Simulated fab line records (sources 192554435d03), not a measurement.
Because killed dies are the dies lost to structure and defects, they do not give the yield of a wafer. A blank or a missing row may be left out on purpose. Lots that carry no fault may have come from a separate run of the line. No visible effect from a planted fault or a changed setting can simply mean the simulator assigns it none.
A lot that was struck, set against a sound lot / flow n5Finfet / 41 steps out of a route of 1938
Sound: the wafers L855.2, L855.4, L855.6. Struck: wafers L849.1, L849.4. (L849.6 of the same lot was not struck and is left out.) The cause comes at the end.
Each step with rows lists, per side, the tool, then ch with its chambers, then its first start. Under that, the readings that differ: sound wafers / struck wafers / difference of the means / sigmas: that difference in standard deviations of wafers without a fault.
alike: same words and numbers on both sides, and readings whose means sit less than 2 such deviations apart. not compared: any withheld reading, any reading some wafer has no value for, any bound like >300 that may hide the same value, and any number with overlapping values for which the record gives no deviation.
A row with sigmas, a row that says differs or no value, or rows on one side alone: a step with any of these is where the two part. Numbers that don't overlap but have no deviation are shown without sigmas and don't part them. A reading missing from all wafers of one side parts the sides only when that side holds two or more wafers.

first, 8 steps without rows for these wafers: N5_BEOL_M3_ANNEAL_51 (time 90 s); N5_BEOL_M3_CMP_52 (polishes, stops on SiOC, t overpolish 6.8 s, target thk 40 nm); N5_BEOL_M3_PRE_CLEAN_60 (time 15 s); N5_BEOL_M3_CO_CAP_55 (material Co, precursor CCTBA/H2, target thk 2 nm, time 102.1 s); N5_BEOL_M3_PRE_CLEAN_56 (time 15 s); N5_BEOL_M3_DEP_57 (deposits SiCN from 3MS/NH3, target thk 8 nm, time 14 s); N5_BEOL_M4_ILD_DEP_00 (deposits SiOC from DEMS/O2, target thk 79 nm, time 15.3 s); N5_BEOL_M4_PECVD_72 (deposits SiO2 from TEOS/O2, target thk 16 nm, time 18 s).
N5_BEOL_M4_HM_DEP_02: deposits TiN, target thk 20 nm.
  sound on pvdSputter-03, day 13 13:13; struck on pvdSputter-02, day 12 06:28
reading=model.TiN_of_BEOL_M4_HM_DEP_02.thkNm (nm); sound=20.2 19.8 20; struck=34.2 34.2; difference=+14.2; sigmas=
  alike: chamberPressurePa, throttleValvePct
then, 16 steps without rows for these wafers: N5_BEOL_M4_COAT_61 (time 60 s, resist thk 60 nm); N5_BEOL_M4_COAT_62 (time 60 s, resist thk 12 nm); N5_BEOL_M4_COAT_73 (time 60 s, resist thk 5 nm); N5_BEOL_M4_COAT_05 (resist thk 30 nm); N5_BEOL_M4_EBR_07; N5_BEOL_M4_SOFTBAKE_06 (time 60 s); N5_BEOL_M4_EXPOSE_08 (exposes mask M4); N5_BEOL_M4_PEB_09 (peb time 60 s); N5_BEOL_M4_DEVELOP_10 (develop time 30 s); N5_BEOL_M4_DESCUM_16 (chemistry O2, time 7 s); N5_BEOL_M4_ETCH_74 (etches underlayer in N2/H2, target depth 6.5 nm, time 5.2 s); N5_BEOL_M4_ETCH_63 (etches SiARC in CF4, target depth 15.6 nm, time 26 s); N5_BEOL_M4_ETCH_64 (etches SOC in N2/H2, target depth 75 nm, overetch 22.5 nm, time 121.9 s); N5_BEOL_M4_STRIP_65 (strips in N2/H2); N5_BEOL_M4_STRIP_75 (strips in N2/H2); N5_BEOL_M4_STRIP_66 (strips in CF4).
N5_BEOL_M4_HM_OPEN_17: chemistry Cl2/BCl3, target TiN, target depth 20 nm, overetch 6 nm.
  sound on rieMetal-02 ch 1, day 13 14:07; struck on rieMetal-02 ch 0,1, day 12 07:14
reading=throttleValvePct (%); sound=22.25 22.25 22.25; struck=21.92 22.02; difference=-0.28; sigmas=-2
reading=model.etch.depthNm (nm); sound=20.26 19.88 20.03; struck=26.9 26.63; difference=+6.7; sigmas=
  alike: bcl3FlowSccm, drypumpMotorCurrentA, oesProductAu
  not compared: rfHoursCounterH
then, 8 steps without rows for these wafers: N5_BEOL_M4_STRIP_19 (strips in O2); N5_BEOL_M4_COAT_67 (time 60 s, resist thk 60 nm); N5_BEOL_M4_COAT_68 (time 60 s, resist thk 12 nm); N5_BEOL_M4_COAT_76 (time 60 s, resist thk 5 nm); N5_BEOL_M4_COAT_22 (resist thk 30 nm); N5_BEOL_M4_EBR_24; N5_BEOL_M4_SOFTBAKE_23 (time 60 s); N5_BEOL_M4_EXPOSE_25 (exposes mask V3, defocus 5 nm).
N5_BEOL_M4_ETCHBACK_99: etches SiO2 in CHF3, target depth 5 nm, time 10.4 s.
  sound on rieDiel-03 ch 0,1,2, day 13 22:38; struck on rieDiel-03 ch 2,3, day 12 11:59
reading=oesProductAu (a.u.); sound=0.87 0.84 0.88; struck=0.30 0.34; difference=-0.54; sigmas=-6
  alike: drypumpMotorCurrentA, rfVppV, showerheadPlenumPTorr, throttleValvePct
  not compared: rfHoursCounterH
N5_BEOL_M4_VIA_ETCH_34: etches the open film in C4F6/O2, target depth 69.4 nm, time 65.9 s.
  sound on rieDiel-03 ch 0,1,2, day 13 22:46; struck on rieDiel-03 ch 2,3, day 12 12:07
reading=oesProductAu (a.u.); sound=0.86 0.84 0.88; struck=0.31 0.33; difference=-0.54; sigmas=-6
  alike: drypumpMotorCurrentA, rfVppV, showerheadPlenumPTorr, throttleValvePct
  not compared: rfHoursCounterH
N5_BEOL_M4_TRENCH_ETCH_37: etches SiOC in C4F6/O2, target depth 55.555 nm, time 29.2 s.
  sound on rieDiel-03 ch 0,1,2; struck on rieDiel-03 ch 2,3
reading=model.TiN_of_BEOL_M4_HM_DEP_02.thkNm (nm); sound=17.8 17.4 17.6; struck=31.8 31.8; difference=+14.2; sigmas=
  alike: drypumpMotorCurrentA, oesProductAu, rfVppV, showerheadPlenumPTorr, throttleValvePct
  not compared: rfHoursCounterH
N5_BEOL_M4_OCD_MEAS_38:
  sound on ocd-01, day 13 23:01; struck on ocd-02, day 12 12:23
reading=trenchDepthNm (nm); sound=56.2 56.4 57.1; struck=- -; difference=no value on the struck wafers; sigmas=
N5_BEOL_M4_CD_MEAS_35: target cd 18 nm, target cd y 22.4 nm.
  sound on cdSem-02, day 13 23:12; struck on cdSem-01, day 12 12:37
reading=cdNm (nm); sound=17.7 17.6 17.9; struck=- -; difference=no value on the struck wafers; sigmas=
N5_BEOL_M4_RC_MEAS_101:
  the record has rows for the sound wafers here (prober-02 ch 0, day 14 05:16) and none for the struck ones
-- record jumps: 5 days separate the struck wafers' starts on either side; left off in module BEOL_M4, taken up again in module PASSIVATION, whose first shown step is the route's number 1936 --
N5_PASSIVATION_PROBE_49:
  rows exist in the record for the struck wafers here (prober-02, day 17 09:50), but not for the sound ones

WHERE THEY PART
First at N5_BEOL_M4_HM_OPEN_17; last, within this record, at N5_PASSIVATION_PROBE_49.

WHY: what the simulator had put in
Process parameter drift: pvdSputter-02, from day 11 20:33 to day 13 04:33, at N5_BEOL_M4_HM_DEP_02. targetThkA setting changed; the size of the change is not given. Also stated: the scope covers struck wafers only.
